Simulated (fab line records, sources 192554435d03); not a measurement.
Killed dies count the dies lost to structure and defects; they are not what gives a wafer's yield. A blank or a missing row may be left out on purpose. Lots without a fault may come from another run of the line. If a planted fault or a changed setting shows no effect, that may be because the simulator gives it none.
Chamber matching | flow n5_finfet | pecvd-02 running N5_ZERO_LAYER_PECVD_02: 3 sister chambers
The step deposits SiO2 from SiH4/N2O, target thk 10 nm, time 6 s. 3 wafers are shown with their chamber, then 10 later ones without.

WAFERS WITH THEIR CHAMBER
wafer  | chamber | showerhead_plenum_p_Torr (Torr)
L083.2 | 0       | 8.04
L083.4 | 2       | 7.92
L085.4 | 1       | 8.42

WAFERS WITH NO CHAMBER GIVEN
wafer  | showerhead_plenum_p_Torr (Torr)
L085.6 | 7.93
L089.4 | 7.93
L089.5 | 8.05
L089.6 | 8.43
L090.1 | 8.42
L090.2 | 7.90
L090.5 | 8.41
L097.2 | 7.95
L097.5 | 8.44
L097.6 | 8.04

EACH ONE'S CHAMBER
wafer  | from the rows above | in truth
L085.6 | 2                   | 2
L089.4 | 2                   | 2
L089.5 | 0                   | 0
L089.6 | 1                   | 1
L090.1 | 1                   | 1
L090.2 | 2                   | 2
L090.5 | 1                   | 1
L097.2 | 2                   | 2
L097.5 | 1                   | 1
L097.6 | 0                   | 0
Correctly placed: 10 of 10. Can't be placed from these rows: 0. 0 placed wrongly.
How it was worked out, from the rows above alone: a wafer's distance from a chamber is the root of the sum, over the readings, of the square of ((its reading less the chamber's mean) divided by the reading's scatter). If the next closest chamber is less than 2 further off than the closest, the wafer can't be placed; otherwise it belongs to the closest. A chamber's mean is the mean of its shown wafers. The scatter (one wafer shown for each chamber): square how far every hidden wafer sits from the nearest shown wafer, average those squares and take the square root.
